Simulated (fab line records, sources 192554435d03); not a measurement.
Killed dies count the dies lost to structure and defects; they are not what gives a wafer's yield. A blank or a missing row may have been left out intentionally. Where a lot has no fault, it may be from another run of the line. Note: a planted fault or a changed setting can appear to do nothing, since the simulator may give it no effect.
Split-lot trial || flow n5 finfet || on a route of 1938 steps: 7 lots, 21 wafers read

## ON THE SPLIT
At N5_BEOL_M2_ETCH_74 (etches underlayer in N2/H2, target depth 6.5 nm, time 5.2 s), the setting source w was moved away from the recipe's 840 W on 7 of the 21 wafers read, by -13.9% to +14.9%. For the rest of the wafers, this setting stayed at what the recipe calls for.

The split's own step is where the reading is taken.

## THE READING
rf vpp V, in V, at N5_BEOL_M2_ETCH_74 (etches underlayer in N2/H2, target depth 6.5 nm, time 5.2 s). Fault-free wafers of this fab line usually give 525.0 V, standard deviation 2.2 V.

{"wafer": "L075.1", "tool, chamber at the split": "rie diel-05, 0", "source w as run, W": 840, "against the recipe": "recipe", "rf vpp V, V": 524.7, "against lot-mates on the recipe": "-"}
{"wafer": "L075.3", "tool, chamber at the split": "rie diel-05, 2", "source w as run, W": 840, "against the recipe": "recipe", "rf vpp V, V": 526.1, "against lot-mates on the recipe": "-"}
{"wafer": "L075.4", "tool, chamber at the split": "rie diel-05, 1", "source w as run, W": 840, "against the recipe": "recipe", "rf vpp V, V": 526.6, "against lot-mates on the recipe": "-"}
{"wafer": "L077.2", "tool, chamber at the split": "rie diel-05, 3", "source w as run, W": 723.3, "against the recipe": "-13.9%", "rf vpp V, V": 553.8, "against lot-mates on the recipe": "+27.6"}
{"wafer": "L077.3", "tool, chamber at the split": "rie diel-05, 2", "source w as run, W": 840, "against the recipe": "recipe", "rf vpp V, V": 526.2, "against lot-mates on the recipe": "-"}
{"wafer": "L077.6", "tool, chamber at the split": "rie diel-05, 3", "source w as run, W": 723.3, "against the recipe": "-13.9%", "rf vpp V, V": 555.7, "against lot-mates on the recipe": "+29.5"}
{"wafer": "L078.2", "tool, chamber at the split": "rie diel-04, 2", "source w as run, W": 840, "against the recipe": "recipe", "rf vpp V, V": 526.2, "against lot-mates on the recipe": "-"}
{"wafer": "L078.4", "tool, chamber at the split": "rie diel-04, 0", "source w as run, W": 840, "against the recipe": "recipe", "rf vpp V, V": 521.4, "against lot-mates on the recipe": "-"}
{"wafer": "L078.5", "tool, chamber at the split": "rie diel-04, 1", "source w as run, W": 733.8, "against the recipe": "-12.6%", "rf vpp V, V": 551.4, "against lot-mates on the recipe": "+27.6"}
{"wafer": "L082.2", "tool, chamber at the split": "rie diel-04, 1", "source w as run, W": 884.1, "against the recipe": "+5.2%", "rf vpp V, V": 516.2, "against lot-mates on the recipe": -9.5}
{"wafer": "L082.4", "tool, chamber at the split": "rie diel-04, 2", "source w as run, W": 884.1, "against the recipe": "+5.2%", "rf vpp V, V": 517.5, "against lot-mates on the recipe": -8.2}
{"wafer": "L082.6", "tool, chamber at the split": "rie diel-04, 1", "source w as run, W": 840, "against the recipe": "recipe", "rf vpp V, V": 525.7, "against lot-mates on the recipe": "-"}
{"wafer": "L084.1", "tool, chamber at the split": "rie diel-05, 3", "source w as run, W": 840, "against the recipe": "recipe", "rf vpp V, V": 527.8, "against lot-mates on the recipe": "-"}
{"wafer": "L084.3", "tool, chamber at the split": "rie diel-05, 1", "source w as run, W": 840, "against the recipe": "recipe", "rf vpp V, V": 525.4, "against lot-mates on the recipe": "-"}
{"wafer": "L084.6", "tool, chamber at the split": "rie diel-05, 2", "source w as run, W": 886.8, "against the recipe": "+5.6%", "rf vpp V, V": 518.8, "against lot-mates on the recipe": -7.8}
{"wafer": "L091.1", "tool, chamber at the split": "rie diel-06, 2", "source w as run, W": 965.4, "against the recipe": "+14.9%", "rf vpp V, V": 502.7, "against lot-mates on the recipe": -20.7}
{"wafer": "L091.2", "tool, chamber at the split": "rie diel-06, 3", "source w as run, W": 840, "against the recipe": "recipe", "rf vpp V, V": 524.2, "against lot-mates on the recipe": "-"}
{"wafer": "L091.3", "tool, chamber at the split": "rie diel-06, 0", "source w as run, W": 840, "against the recipe": "recipe", "rf vpp V, V": 522.5, "against lot-mates on the recipe": "-"}
{"wafer": "L095.3", "tool, chamber at the split": "rie diel-06, 0", "source w as run, W": 840, "against the recipe": "recipe", "rf vpp V, V": 523.7, "against lot-mates on the recipe": "-"}
{"wafer": "L095.5", "tool, chamber at the split": "rie diel-06, 2", "source w as run, W": 840, "against the recipe": "recipe", "rf vpp V, V": 526.0, "against lot-mates on the recipe": "-"}
{"wafer": "L095.6", "tool, chamber at the split": "rie diel-06, 3", "source w as run, W": 840, "against the recipe": "recipe", "rf vpp V, V": 523.9, "against lot-mates on the recipe": "-"}

THE FIT
A straight line over all 21 wafers: rf vpp V changes by -1.87 V for each +1% of source w; r = -0.98; the points scatter about the line by 2.4 V.
The same after taking each lot's own level away (the mean of its wafers on the recipe; 21 wafers): -1.85 V for each +1%; r = -0.98; scatter 2.2 V.
The reading moves by 28 V for the largest change in source w, on that fit.
The lots' own levels span 523.35 to 526.60 V, that is 1.5 times the standard deviation above.
Hence the lot-to-lot level has little effect on the slope; both slopes agree.
Check: for one of the wafers moved furthest among these (+14.9%), held out of the fit, the line's prediction against its lot-mates is -29.4 V. Against them it came out at -20.7 V.
Tool readings at the split's step, against how far the setting was moved: etch rf on time s r = -0.89; rf vpp V r = -0.98.

## THE OTHER SPLITS THESE WAFERS WENT THROUGH
Note: prior to the reading, these wafers also went through further splits. Each is held against what the fit with the lots' levels taken away leaves over:
{"other split on the same wafers": "N5_BEOL_M0_SAQP_SPACER2_ALD_26 target thk a", "wafers away from the commonest value": 6, "r with rf vpp V (lot level and that fit taken away)": "+0.01"}
{"other split on the same wafers": "N5_BEOL_M0_SAQP_COAT_69 spin rpm", "wafers away from the commonest value": 5, "r with rf vpp V (lot level and that fit taken away)": "+0.18"}
{"other split on the same wafers": "N5_BEOL_M1_ETCH_77 source w", "wafers away from the commonest value": 4, "r with rf vpp V (lot level and that fit taken away)": "+0.03"}
{"other split on the same wafers": "N5_BEOL_M1_TRENCH_ETCH_37 time s", "wafers away from the commonest value": 5, "r with rf vpp V (lot level and that fit taken away)": -0.40}
{"other split on the same wafers": "N5_BEOL_M2_COAT_73 spin rpm", "wafers away from the commonest value": 9, "r with rf vpp V (lot level and that fit taken away)": "+0.09"}

## THE WHOLE CHAIN: every reading that the file lists as answering this split, in the file's order
{"step": "N5_BEOL_M2_ETCH_74", "what it does": "etches underlayer in N2/H2, target depth 6.5 nm, time 5.2 s", "reading": "etch rf on time s", "change (the file's fit)": "withheld for each +1% of the setting", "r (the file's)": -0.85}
{"step": "N5_BEOL_M2_ETCH_74", "what it does": "etches underlayer in N2/H2, target depth 6.5 nm, time 5.2 s", "reading": "rf vpp V", "change (the file's fit)": "-1.8 V for each +1% of the setting", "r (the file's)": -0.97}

## THE FILE'S OWN FIT
rf vpp V changes by -1.8 V for each +1% of source w, r = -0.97.
